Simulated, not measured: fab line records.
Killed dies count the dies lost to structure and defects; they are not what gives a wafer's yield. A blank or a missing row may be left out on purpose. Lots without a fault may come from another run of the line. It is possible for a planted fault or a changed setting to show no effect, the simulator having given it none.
fab line records    flow nand_harc    part 2 of 2: steps 5 to 6 of 6
record lots=20  wafers=60  last_day=34
route steps=1302 shown A_STAIRCASE@841 A_SLIT@934 A_CONTACT@1002
lots with no fault: from the same line, run without faults
start_h: the number of hours between the record's first day and the start of the first shown wafer of the lot    wait_h: hours from the lot's prior step to this one    " the same as in the row above    L1.1+2: several wafers, shown together as one row    - value missing, or start not given    * or withheld: withheld    < > ~ a bound
route shown NAME@n: NAME is a module with steps in the file, n the number in the route of the first one    usual: mean and standard deviation over wafers with no fault    same: alike in all rows    chamber/n: place in a boat    sites: the reading at each site    _std_site: the standard deviation of these    _edge_site: mean of outer sites minus mean of inner sites    radius_mm: how far each site lies from the wafer's centre    mask NAME#n: copy n    behind: the last tool/chamber to shape the wafer    hold: why the lot went on hold/how many hours it stayed there/how the hold came to an end    device: the n, p or np transistor that did not switch    end of line: the same wafers' tests at the end of the route    where a step has no rows: the recipe by itself    killed: dies that structure and defects cost at the first sort, which is not the same as the wafer's yield    map: dies across one wafer; x = killed, . = not, _ = none there
set.NAME: the run value of the setting; set.NAME@STEP: its run value at that earlier step    model.NAME: the simulator's own value behind a step, which no gauge read
one table for each step of the route and one row for each wafer, over a sample of lots
services: a tool's chamber out of use, with start hour (start_h, from the record's first day; less than 0 if before it), hours out, and reason
## steps
# step NHARC_A_CONTACT_ETCH_90
# recipe target_depth_a=400  over_etch_frac=0.5  time_s=85.7  ion_energy_ev=120  ch3f_flow_sccm=50  o2_flow_sccm=30  ar_flow_sccm=200  rf_w=500  bias_w=100  chemistry=CH3F/O2
# usual ch3f_flow_sccm=50.00/0.15  drypump_motor_current_A=5.8/0.37  o2_flow_sccm=29.98/0.081  oes_product_au=0.97/0.037  rf_vpp_V=244.7/1.8  showerhead_plenum_p_Torr=2.49/0.11  throttle_valve_pct=20.663/0.01
lot.wafer  tool         chamber  start_h  wait_h  ch3f_flow_sccm  drypump_motor_current_A  o2_flow_sccm  oes_product_au  rf_hours_counter_h  rf_vpp_V  showerhead_plenum_p_Torr  throttle_valve_pct
L075.2     rie_diel-02  3        496.22   0.9     50.10           5.6                      29.96         0.93            20                  246.3     2.57                      20.665
L075.1     "            0        "        "       50.25           5.5                      29.97         0.92            18                  246.2     2.53                      20.638
L075.6     "            0        "        "       50.32           5.5                      29.92         0.92            -                   246.5     2.53                      20.667
L074.2     rie_diel-03  0        501.71   0.9     49.99           6.2                      29.94         1.04            8                   243.3     2.39                      20.662
L074.1     "            2        "        "       50.07           6.0                      29.96         0.99            7                   243.0     2.34                      20.649
L074.6     "            1        "        "       50.30           6.2                      29.84         1.01            -                   248.3     2.66                      20.663
L076.3     rie_diel-13  2        512.35   0.6     49.80           6.5                      29.96         0.95            54                  242.9     2.43                      20.649
L076.5     "            0        "        "       50.01           6.3                      30.10         0.92            -                   246.7     2.50                      20.653
L076.4     "            2        "        "       50.10           6.5                      29.97         0.94            -                   245.7     2.43                      20.659
L077.2     rie_diel-03  2        523.40   1.1     49.65           6.0                      29.94         0.99            16                  243.0     2.33                      20.655
L077.1     "            0        "        "       49.82           6.2                      29.98         1.03            15                  242.7     2.39                      20.649
L077.4     "            1        "        "       50.08           6.2                      29.95         1.02            15                  247.0     2.65                      20.634
L078.2     rie_diel-03  3        527.45   0.9     49.92           5.9                      30.01         1.00            19                  245.6     2.57                      20.667
L078.5     "            2        "        "       50.09           6.0                      30.03         0.99            -                   243.0     2.33                      20.665
L078.6     "            3        "        "       50.00           5.9                      30.03         0.99            -                   245.9     2.57                      20.651
L079.3     rie_diel-03  1        538.37   0.6     50.07           6.2                      29.96         0.92            20                  247.6     2.65                      20.655
L079.2     "            2        "        "       49.84           6.0                      30.03         0.90            22                  242.7     2.33                      20.661
L079.4     "            0        "        "       49.81           6.2                      29.99         0.94            20                  242.7     2.38                      20.657
L080.2     rie_diel-13  1        546.74   1.0     50.13           6.4                      29.97         0.91            8                   244.9     2.64                      20.652
L080.4     "            2        "        "       50.36           6.5                      30.04         0.93            10                  244.3     2.43                      20.670
L080.6     "            1        "        "       50.14           6.4                      29.89         0.91            -                   246.3     2.64                      20.667
L082.4     rie_diel-02  3        581.31   0.7     50.08           5.5                      30.06         1.00            0                   245.9     2.57                      20.657
L082.1     "            0        "        "       50.02           5.5                      29.94         0.98            0                   243.2     2.53                      20.659
L082.5     "            3        "        "       50.18           5.5                      30.09         0.99            -                   245.4     2.57                      20.672
L083.3     rie_diel-03  3        587.44   0.7     50.01           5.9                      30.01         0.92            35                  244.9     2.57                      20.648
L083.1     "            0        "        "       49.88           6.2                      29.96         0.94            37                  243.8     2.38                      20.652
L083.5     "            2        "        "       50.15           6.0                      29.84         0.90            -                   240.4     2.33                      20.655
L084.2     rie_diel-13  3        595.74   0.8     49.80           5.6                      30.01         1.00            25                  247.3     2.65                      20.665
L084.6     "            0        "        "       50.11           6.3                      30.02         1.01            -                   244.9     2.50                      20.673
L084.5     "            1        "        "       49.81           6.4                      29.94         0.99            -                   246.6     2.63                      20.673
L086.4     rie_diel-13  0        602.94   0.6     50.15           6.3                      30.09         0.95            24                  245.3     2.49                      20.686
L086.2     "            2        "        "       49.86           6.5                      30.02         0.93            23                  243.8     2.42                      20.663
L086.5     "            0        "        "       49.97           6.3                      29.98         0.95            -                   246.6     2.49                      20.666
L085.2     rie_diel-02  3        603.18   0.9     49.94           5.5                      29.91         1.00            6                   246.0     2.57                      20.676
L085.3     "            0        "        "       50.06           5.5                      30.06         0.98            6                   246.8     2.53                      20.665
L085.5     "            2        "        "       49.70           5.9                      29.96         0.98            -                   242.6     2.35                      20.656
L088.4     rie_diel-03  3        634.52   0.8     49.92           5.9                      29.87         0.92            59                  247.0     2.56                      20.671
L088.1     "            1        "        "       50.26           6.1                      30.04         0.93            52                  246.9     2.64                      20.652
L088.3     "            2        "        "       50.20           6.0                      29.95         0.92            64                  241.6     2.32                      20.667
L089.1     rie_diel-02  1        668.20   0.9     50.18           5.2                      29.86         0.93            14                  243.2     2.44                      20.649
L089.6     "            0        "        "       49.75           5.5                      30.06         0.92            -                   245.4     2.52                      20.657
L089.5     "            1        "        "       50.22           5.2                      29.95         0.94            -                   244.6     2.44                      20.671
L091.4     rie_diel-02  3        682.84   0.8     50.32           5.6                      29.94         0.97            13                  245.6     2.56                      20.681
L091.6     "            0        "        "       50.00           5.5                      29.98         0.97            -                   245.2     2.52                      20.653
L091.5     "            1        "        "       50.07           5.2                      30.06         0.99            -                   244.4     2.44                      20.655
L094.2     rie_diel-02  1        688.19   1.0     50.10           5.2                      29.81         1.01            17                  244.4     2.44                      20.660
L094.3     "            3        "        "       50.04           5.5                      30.06         1.00            15                  244.9     2.56                      20.677
L094.5     "            0        "        "       49.85           5.5                      30.08         0.98            -                   247.1     2.52                      20.680
L093.2     rie_diel-02  0        694.69   0.8     50.08           5.5                      30.17         0.98            16                  246.1     2.52                      20.668
L093.5     "            3        "        "       50.05           5.6                      29.96         1.01            -                   245.6     2.56                      20.675
L093.6     "            0        "        "       50.07           5.5                      30.08         0.97            -                   245.2     2.52                      20.661
L096.1     rie_diel-02  3        711.65   0.8     50.04           5.6                      30.06         1.00            19                  246.9     2.56                      20.657
L096.4     "            0        "        "       50.14           5.5                      29.81         0.98            20                  246.2     2.52                      20.678
L096.6     "            1        "        "       50.06           5.2                      30.06         1.00            -                   244.1     2.44                      20.654
L097.3     rie_diel-03  1        712.07   0.7     49.75           6.2                      29.89         0.91            27                  245.7     2.63                      20.659
L097.2     "            2        "        "       49.81           6.0                      29.99         0.92            24                  241.6     2.31                      20.663
L097.4     "            3        "        "       50.10           5.9                      30.10         0.92            22                  245.5     2.55                      20.668
L095.1     rie_diel-02  1        716.24   0.9     49.99           5.2                      30.00         1.00            22                  243.8     2.44                      20.651
L095.4     "            2        "        "       50.02           5.9                      29.86         0.97            21                  242.6     2.34                      20.690
L095.6     "            0        "        "       49.92           5.5                      29.92         0.97            -                   245.2     2.52                      20.661
# step NHARC_A_CONTACT_ETCH_102
# recipe target_depth_a=1000  overetch_a=100  time_s=55  ion_energy_ev=100  cf4_flow_sccm=80  o2_flow_sccm=20  ar_flow_sccm=0  rf_w=300  bias_w=100  chemistry=CF4/O2
# usual drypump_motor_current_A=5.8/0.41  o2_flow_sccm=20.00/0.061  oes_product_au=0.999/0.013  rf_vpp_V=198.2/1.5  showerhead_plenum_p_Torr=1.35/0.059  throttle_valve_pct=13.398/0.0089
lot.wafer  tool         chamber  start_h  wait_h  drypump_motor_current_A  o2_flow_sccm  oes_product_au  rf_hours_counter_h  rf_vpp_V  showerhead_plenum_p_Torr  throttle_valve_pct
L075.2     rie_diel-02  0        496.73   0.1     5.5                      20.00         0.993           18                  199.1     1.38                      13.392
L075.1     "            1        "        "       5.2                      20.00         0.995           10                  198.2     1.33                      13.409
L075.6     "            1        "        "       5.2                      20.05         1.007           -                   196.7     1.33                      13.376
L074.2     rie_diel-13  3        502.26   0.1     5.5                      20.06         1.006           57                  197.7     1.24                      13.401
L074.1     "            0        "        "       6.3                      20.06         1.005           54                  198.1     1.36                      13.404
L074.6     "            1        "        "       6.5                      20.00         0.989           -                   197.4     1.44                      13.399
L076.3     rie_diel-13  3        512.91   0.1     5.5                      20.04         0.998           58                  195.7     1.24                      13.402
L076.5     "            3        "        "       5.6                      20.02         1.011           -                   197.3     1.24                      13.399
L076.4     "            2        "        "       6.5                      20.11         1.017           -                   197.8     1.32                      13.390
L077.2     rie_diel-02  1        524.31   0.1     5.2                      19.88         1.003           16                  198.1     1.33                      13.414
L077.4     "            2        "        "       5.9                      20.01         1.009           24                  195.9     1.28                      13.396
L077.1     "            3        "        "       5.6                      19.90         0.999           25                  199.0     1.40                      13.410
L078.2     rie_diel-02  1        528.26   0.1     5.2                      19.99         0.997           16                  197.0     1.33                      13.393
L078.5     "            2        "        "       5.9                      19.99         0.997           -                   195.9     1.28                      13.379
L078.6     "            3        "        "       5.5                      19.98         1.012           -                   199.5     1.40                      13.404
L079.3     rie_diel-02  3        538.88   0.0     5.5                      19.97         1.006           27                  198.4     1.40                      13.395
L079.2     "            0        "        "       5.5                      20.01         0.994           26                  197.8     1.37                      13.408
L079.4     "            1        "        "       5.2                      19.98         0.996           18                  197.3     1.33                      13.398
L080.2     rie_diel-02  3        547.24   0.0     5.5                      20.01         1.020           29                  198.4     1.40                      13.396
L080.4     "            2        "        "       5.9                      20.00         0.998           28                  195.4     1.28                      13.397
L080.6     "            3        "        "       5.5                      20.09         1.021           -                   200.0     1.40                      13.413
L082.1     rie_diel-02  0        581.82   0.1     5.5                      20.01         0.981           0                   198.8     1.37                      13.388
L082.4     "            1        "        "       5.2                      20.03         0.999           0                   199.7     1.33                      13.403
L082.5     "            0        "        "       5.5                      20.02         0.981           -                   199.3     1.37                      13.393
L083.1     rie_diel-13  2        587.93   0.0     6.5                      20.08         1.005           21                  197.7     1.32                      13.396
L083.3     "            3        "        "       5.5                      19.90         0.987           23                  201.6     1.44                      13.406
L083.5     "            2        "        "       6.5                      20.04         1.001           -                   196.6     1.32                      13.403
L084.2     rie_diel-03  0        596.21   0.0     6.2                      19.88         1.015           39                  195.6     1.29                      13.404
L084.5     "            0        "        "       6.1                      19.83         1.023           -                   196.6     1.29                      13.395
L084.6     "            1        "        "       6.1                      20.02         1.004           -                   199.6     1.44                      13.387
L086.4     rie_diel-13  2        603.44   0.1     6.5                      19.97         1.005           23                  198.3     1.32                      13.393
L086.2     "            0        "        "       6.3                      20.06         1.017           24                  197.4     1.35                      13.418
L086.5     "            1        "        "       6.4                      19.92         0.982           -                   199.2     1.43                      13.399
L085.3     rie_diel-02  3        604.43   0.8     5.5                      20.03         0.998           6                   199.5     1.39                      13.400
L085.2     "            0        "        "       5.5                      20.09         0.974           6                   200.0     1.37                      13.393
L085.5     "            2        "        "       5.9                      19.92         0.970           -                   196.1     1.27                      13.400
L088.3     rie_diel-13  1        635.15   0.1     6.4                      19.96         1.003           35                  198.9     1.43                      13.395
L088.1     "            3        "        "       5.5                      20.01         1.001           39                  199.6     1.44                      13.397
L088.4     "            1        "        "       6.4                      20.00         1.000           -                   199.3     1.43                      13.385
L089.1     rie_diel-13  2        668.70   0.1     6.5                      20.09         1.011           51                  197.8     1.31                      13.372
L089.6     "            2        "        "       6.4                      19.94         1.014           -                   196.9     1.31                      13.399
L089.5     "            3        "        "       5.6                      19.95         1.006           -                   199.6     1.43                      13.398
L091.4     rie_diel-03  2        683.32   0.1     6.0                      20.06         0.987           12                  197.3     1.25                      13.397
L091.6     "            0        "        "       6.1                      20.07         1.019           -                   197.3     1.28                      13.396
L091.5     "            1        "        "       6.2                      20.02         0.985           -                   199.3     1.43                      13.388
L094.2     rie_diel-02  3        688.70   0.1     5.5                      20.01         0.998           15                  198.6     1.39                      13.393
L094.3     "            0        "        "       5.5                      20.03         0.980           16                  198.3     1.37                      13.399
L094.5     "            2        "        "       5.8                      20.06         0.984           -                   196.6     1.27                      13.403
L093.2     rie_diel-03  1        695.72   0.1     6.2                      19.96         0.985           17                  200.3     1.43                      13.403
L093.5     "            1        "        "       6.2                      20.01         0.980           -                   199.6     1.43                      13.395
L093.6     "            2        "        "       6.0                      19.95         0.990           -                   196.0     1.25                      13.391
L096.1     rie_diel-02  0        712.13   0.1     5.5                      20.07         0.984           20                  199.8     1.37                      13.401
L096.4     "            2        "        "       5.9                      19.97         0.988           21                  196.5     1.27                      13.396
L096.6     "            1        "        "       5.2                      20.09         1.020           -                   198.1     1.32                      13.391
L097.2     rie_diel-02  2        712.59   0.1     5.9                      19.97         0.982           21                  195.3     1.27                      13.391
L097.4     "            0        "        "       5.5                      20.09         0.976           20                  200.8     1.37                      13.393
L097.3     "            1        "        "       5.2                      20.01         1.008           22                  197.8     1.32                      13.394
L095.4     rie_diel-03  1        716.73   0.1     6.2                      19.98         0.978           28                  199.5     1.43                      13.387
L095.1     "            2        "        "       6.0                      19.96         0.997           25                  196.6     1.25                      13.389
L095.6     "            1        "        "       6.2                      20.01         0.989           -                   198.6     1.43                      13.408
## services
tool         chamber  start_h  hours  kind
rie_diel-02  3        386.10   1.8    repair
rie_diel-02  -        393.79   9.0    pm
rie_diel-03  0        407.54   3.3    repair
rie_diel-02  1        420.66   36.6   repair
rie_diel-13  1        436.55   14.8   repair
ald_hk-04    -        437.35   10.0   pm
rie_diel-02  0        453.63   2.9    repair
rie_diel-03  -        460.50   9.0    pm
rie_diel-02  3        505.76   4.4    repair
rie_diel-13  1        511.94   4.5    repair
rie_diel-13  -        519.68   9.0    pm
ald_hk-04    -        534.61   0.5    repair
rie_diel-03  3        568.58   8.0    repair
rie_diel-02  -        570.79   9.0    pm
rie_diel-13  0        613.37   7.5    repair
rie_diel-03  1        628.30   3.7    repair
rie_diel-13  0        632.18   10.7   repair
ald_hk-04    -        632.51   1.3    repair
rie_diel-03  -        637.51   9.0    pm
rie_diel-13  1        639.12   3.0    repair
rie_diel-02  0        646.66   9.8    repair
rie_diel-02  3        671.29   9.8    repair
rie_diel-13  -        696.68   9.0    pm
ald_hk-02    -        704.85   10.0   pm
